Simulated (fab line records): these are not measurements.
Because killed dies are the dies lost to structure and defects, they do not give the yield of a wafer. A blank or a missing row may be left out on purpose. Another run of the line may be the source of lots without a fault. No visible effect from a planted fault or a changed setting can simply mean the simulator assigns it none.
Chamber matching + flow nand_harc + NHARC_P_GATE_DESCUM_48 on rie_diel-13: 4 sister chambers
The step chemistry O2, time 3 s. 20 wafers are shown with their chamber, then 10 later ones without.

== WAFERS WITH THEIR CHAMBER ==
| wafer  | chamber | showerhead_plenum_p_Torr (Torr) | drypump_motor_current_A (A) | oes_product_au (a.u.) |
|--------|---------|---------------------------------|-----------------------------|-----------------------|
| L079.1 | 2       | 1.90                            | 5.4                         | 0.982                 |
| L079.4 | 0       | 1.79                            | 5.9                         | 0.975                 |
| L079.6 | 2       | 1.90                            | 5.4                         | 0.988                 |
| L078.1 | 3       | 1.80                            | 5.5                         | 1.015                 |
| L078.5 | 3       | 1.80                            | 5.5                         | 1.005                 |
| L078.6 | 0       | 1.79                            | 5.9                         | 0.995                 |
| L080.1 | 0       | 1.79                            | 5.9                         | 0.995                 |
| L080.2 | 3       | 1.80                            | 5.5                         | 1.002                 |
| L080.4 | 2       | 1.90                            | 5.3                         | 0.981                 |
| L081.2 | 2       | 1.90                            | 5.3                         | 0.975                 |
| L081.4 | 3       | 1.80                            | 5.5                         | 0.992                 |
| L081.6 | 3       | 1.79                            | 5.5                         | 0.988                 |
| L082.4 | 1       | 1.93                            | 6.1                         | 0.996                 |
| L082.5 | 3       | 1.79                            | 5.5                         | 1.008                 |
| L082.6 | 0       | 1.78                            | 5.9                         | 0.998                 |
| L087.1 | 2       | 1.90                            | 5.4                         | 1.000                 |
| L087.5 | 2       | 1.90                            | 5.3                         | 0.999                 |
| L087.6 | 1       | 1.93                            | 6.1                         | 0.994                 |
| L086.1 | 0       | 1.78                            | 5.9                         | 0.999                 |
| L086.2 | 1       | 1.93                            | 6.1                         | 1.001                 |

SIGNATURES (averages over the wafers above)
| reading                  | chamber 0 | chamber 1 | chamber 2 | chamber 3 | scatter within a chamber |
|--------------------------|-----------|-----------|-----------|-----------|--------------------------|
| showerhead_plenum_p_Torr | 1.7860    | 1.9300    | 1.9000    | 1.7967    | 0.00398                  |
| drypump_motor_current_A  | 5.900     | 6.100     | 5.350     | 5.500     | 0.0306                   |
| oes_product_au           | 0.99240   | 0.99700   | 0.98750   | 1.00167   | 0.0095                   |
Rule: a wafer's distance from a chamber is the root of the sum, over the readings, of the square of ((its reading less the chamber's mean) divided by the reading's scatter). The wafer belongs to the nearest chamber; if the next one is less than 2 further off, it can't be placed. How the scatter is found: for the shown wafers, subtract from each reading the mean of its chamber, square and add these, divide the total by (wafers less chambers), then take the root.

== WAFERS WITHOUT THEIR CHAMBER ==
| wafer  | showerhead_plenum_p_Torr (Torr) | drypump_motor_current_A (A) | oes_product_au (a.u.) |
|--------|---------------------------------|-----------------------------|-----------------------|
| L086.5 | 1.78                            | 5.9                         | 1.008                 |
| L089.2 | 1.93                            | 6.1                         | 0.993                 |
| L089.5 | 1.89                            | 5.3                         | 1.004                 |
| L089.6 | 1.79                            | 5.5                         | 0.982                 |
| L092.2 | 1.79                            | 5.5                         | 1.009                 |
| L092.4 | 1.92                            | 6.1                         | 0.994                 |
| L092.6 | 1.79                            | 5.5                         | 1.000                 |
| L097.3 | 1.92                            | 6.1                         | 1.003                 |
| L097.4 | 1.89                            | 5.3                         | 0.991                 |
| L097.6 | 1.92                            | 6.1                         | 1.004                 |

== WHICH CHAMBER EACH WENT THROUGH ==
| wafer  | from the rows above | in truth |
|--------|---------------------|----------|
| L086.5 | 0                   | 0        |
| L089.2 | 1                   | 1        |
| L089.5 | 2                   | 2        |
| L089.6 | 3                   | 3        |
| L092.2 | 3                   | 3        |
| L092.4 | 1                   | 1        |
| L092.6 | 3                   | 3        |
| L097.3 | 1                   | 1        |
| L097.4 | 2                   | 2        |
| L097.6 | 1                   | 1        |
Correct placement for 10 of the 10. Not placeable from these rows: 0. 0 placed wrongly.
